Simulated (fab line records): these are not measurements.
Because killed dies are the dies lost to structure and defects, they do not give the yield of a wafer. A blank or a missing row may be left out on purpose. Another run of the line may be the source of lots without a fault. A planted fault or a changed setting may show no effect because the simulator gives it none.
Matching of chambers + flow n5-finfet + N5_STI_FIN_REVEAL_STRIP_24 on rie-diel-02: 4 sister chambers
The step strips in N2/H2, time 90 s. 22 wafers are shown with their chamber, then 11 later ones without.

WAFERS WITH THEIR CHAMBER
| wafer  | chamber | showerhead-plenum-p-Torr (Torr) | drypump-motor-current-A (A) | throttle-valve-pct (%) |
|--------|---------|---------------------------------|-----------------------------|------------------------|
| L075.2 | 1       | 3.51                            | 6.2                         | 12.23                  |
| L075.5 | 3       | 3.39                            | 5.6                         | 12.15                  |
| L075.6 | 2       | 3.52                            | 5.3                         | 12.65                  |
| L076.1 | 0       | 3.21                            | 5.3                         | 11.97                  |
| L076.4 | 2       | 3.52                            | 5.2                         | 12.63                  |
| L076.6 | 2       | 3.52                            | 5.2                         | 12.63                  |
| L078.1 | 1       | 3.51                            | 6.3                         | 12.24                  |
| L078.2 | 3       | 3.38                            | 5.7                         | 12.17                  |
| L078.5 | 0       | 3.21                            | 5.3                         | 11.99                  |
| L080.3 | 1       | 3.51                            | 6.2                         | 12.25                  |
| L080.4 | 2       | 3.52                            | 5.2                         | 12.66                  |
| L080.5 | 0       | 3.21                            | 5.3                         | 11.99                  |
| L081.1 | 1       | 3.50                            | 6.2                         | 12.25                  |
| L081.5 | 0       | 3.21                            | 5.3                         | 12.00                  |
| L081.6 | 3       | 3.38                            | 5.6                         | 12.17                  |
| L087.1 | 2       | 3.51                            | 5.2                         | 12.70                  |
| L087.4 | 1       | 3.50                            | 6.3                         | 12.28                  |
| L087.5 | 1       | 3.50                            | 6.2                         | 12.29                  |
| L089.1 | 3       | 3.37                            | 5.6                         | 12.23                  |
| L089.4 | 0       | 3.20                            | 5.3                         | 12.04                  |
| L089.5 | 2       | 3.51                            | 5.2                         | 12.70                  |
| L090.1 | 3       | 3.37                            | 5.7                         | 12.25                  |

SIGNATURES (means of the wafers above)
| reading                  | chamber 0 | chamber 1 | chamber 2 | chamber 3 | scatter within a chamber |
|--------------------------|-----------|-----------|-----------|-----------|--------------------------|
| showerhead-plenum-p-Torr | 3.2080    | 3.5050    | 3.5167    | 3.3780    | 0.00598                  |
| drypump-motor-current-A  | 5.300     | 6.233     | 5.217     | 5.640     | 0.0432                   |
| throttle-valve-pct       | 11.9980   | 12.2567   | 12.6617   | 12.1940   | 0.0316                   |
Rule: for each reading, subtract the chamber's mean from the wafer's reading, divide by that reading's scatter and square the result; add these up over the readings and take the root, which gives the wafer's distance from the chamber. The wafer belongs to the nearest chamber; if the next one is less than 2 further off, it can't be placed. The scatter: the root of (the sum of the squares of (reading less its chamber's mean) over the shown wafers, divided by (wafers less chambers)).

WAFERS WITH NO CHAMBER GIVEN
| wafer  | showerhead-plenum-p-Torr (Torr) | drypump-motor-current-A (A) | throttle-valve-pct (%) |
|--------|---------------------------------|-----------------------------|------------------------|
| L090.2 | 3.20                            | 5.3                         | 12.04                  |
| L090.5 | 3.20                            | 5.3                         | 12.04                  |
| L092.2 | 3.50                            | 5.2                         | 12.74                  |
| L092.3 | 3.49                            | 6.2                         | 12.32                  |
| L092.4 | 3.37                            | 5.7                         | 12.23                  |
| L096.1 | 3.20                            | 5.3                         | 12.07                  |
| L096.3 | 3.49                            | 6.3                         | 12.32                  |
| L096.5 | 3.36                            | 5.6                         | 12.27                  |
| L097.1 | 3.20                            | 5.3                         | 12.07                  |
| L097.3 | 3.49                            | 6.2                         | 12.33                  |
| L097.5 | 3.20                            | 5.3                         | 12.06                  |

CHAMBER TAKEN BY EACH
| wafer  | from the rows above | in truth |
|--------|---------------------|----------|
| L090.2 | 0                   | 0        |
| L090.5 | 0                   | 0        |
| L092.2 | 2                   | 2        |
| L092.3 | 1                   | 1        |
| L092.4 | 3                   | 3        |
| L096.1 | 0                   | 0        |
| L096.3 | 1                   | 1        |
| L096.5 | 3                   | 3        |
| L097.1 | 0                   | 0        |
| L097.3 | 1                   | 1        |
| L097.5 | 0                   | 0        |
Correctly placed: 11 of 11. From these rows, 0 cannot be placed. 0 placed wrongly.
